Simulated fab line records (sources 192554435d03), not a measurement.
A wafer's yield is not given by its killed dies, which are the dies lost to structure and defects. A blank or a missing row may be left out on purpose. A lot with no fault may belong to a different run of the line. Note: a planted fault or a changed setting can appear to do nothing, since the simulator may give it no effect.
One fault seen from 2 desks ; flow n5 finfet ; every desk sees just its own numbers, and what lay behind them comes last

== AT THE TOOL OWNER'S DESK: pecvd-04 ==
The tool's own readings at N5_BEOL_M4_ILD_DEP_00 (deposits SiOC from DEMS/O2, target thk 79 nm, time 15.3 s): means of the sampled wafers that have a number, for each lot that ran on this tool. The brackets show how far a lot's mean lies from the usual mean; more than 4 standard deviations puts the lot out of limits, marked OUT.
Columns: A = heater power outer w at N5_BEOL_M4_ILD_DEP_00, usual 267 W; B = heater power w at N5_BEOL_M4_ILD_DEP_00, usual 487 W; C = showerhead plenum p Torr at N5_BEOL_M4_ILD_DEP_00, usual 5.697 Torr; D = throttle valve pct at N5_BEOL_M4_ILD_DEP_00, usual 11.9 %
lot;first seen here;A;B;C;D
L618;day 8 10:20;326;582;5.707;11.7
L622;day 8 18:14;281;519;5.708;12.1
L629;day 11 19:29;281;480;5.700;12.1
L631;day 11 23:11;255;468;5.712;11.9
Finding of this desk: none of the 4 lots has anything out of limits.

== METROLOGY DESK ==
Means of the sampled wafers that have a number, per lot and without regard to the tool the lot ran on: this is what the gauges read. The brackets show how far a lot's mean lies from the usual mean; more than 4 standard deviations puts the lot out of limits, marked OUT. 7 of its 11 readings are shown: the first one out of limits and those lying furthest out on some lot.
Columns: A = M4_ILD_THK at N5_BEOL_M4_THK_MEAS_01, usual 78.7 nm; B = DIBL_P at N5_BEOL_M4_RC_MEAS_101, usual 36.3 mV/V; C = IOFF_N at N5_BEOL_M4_RC_MEAS_101, usual 0.16 nA/um; D = IOFF_P at N5_BEOL_M4_RC_MEAS_101, usual 0.21 nA/um; E = ION_N at N5_BEOL_M4_RC_MEAS_101, usual 678 uA/um; F = VT_N at N5_BEOL_M4_RC_MEAS_101, usual 249 mV; G = VT_P at N5_BEOL_M4_RC_MEAS_101, usual -250.0 mV
lot;first seen here;A;B;C;D;E;F;G
L616;day 7 10:07;77.9;35.0;0.14;0.23;659;254;-245.4
L619;day 8 00:44;79.0;32.2;0.11;0.17;656;255;-252.9
L618;day 8 10:24;78.8;36.6;0.16;0.20;674;252;-252.4
L620;day 8 15:13;79.5;36.3;0.18;0.25;686;248;-250.6
L622;day 8 18:18;79.3;37.0;0.16;0.21;681;249;-249.2
L623;day 8 21:37;79.4;34.3;0.13;0.19;664;252;-250.5
L629;day 11 19:33;97.5 (+17) OUT;39.3;0.20;0.22;691;247;-249.6
L631;day 11 23:16;88.2 (+8.7) OUT;38.1;0.21;0.24;690;246;-247.9
L632;day 12 00:04;79.8;34.1;0.13;0.16;668;250;-255.4
L637;day 13 02:05;79.8;37.4;0.18;0.19;678;250;-254.4
L638;day 13 15:35;80.4;39.0;0.21;0.27;693;244;-246.3
This desk's finding: out of limits on L629, L631; first on L629, day 11 19:33 (M4_ILD_THK at N5_BEOL_M4_THK_MEAS_01). In limits: L616, L619, L618, L620, L622, L623, L632, L637, L638.

== PUT TOGETHER ==
The metrology desk could have raised an alarm at day 11 19:33, on L629, L631.
The desk of the tool owner found nothing out of limits.
On record at the tool owner's desk: L629, L631, within its limits.
Every lot named ran N5_BEOL_M4_ILD_DEP_00 on pecvd-04.

== WHAT HAD BEEN PUT IN BY THE SIMULATOR ==
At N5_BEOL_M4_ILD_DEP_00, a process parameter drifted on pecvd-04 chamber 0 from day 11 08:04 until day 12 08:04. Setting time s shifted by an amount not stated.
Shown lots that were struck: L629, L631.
Time in hours between the start of the fault and the first out-of-limits reading at each desk: metrology desk, 11.
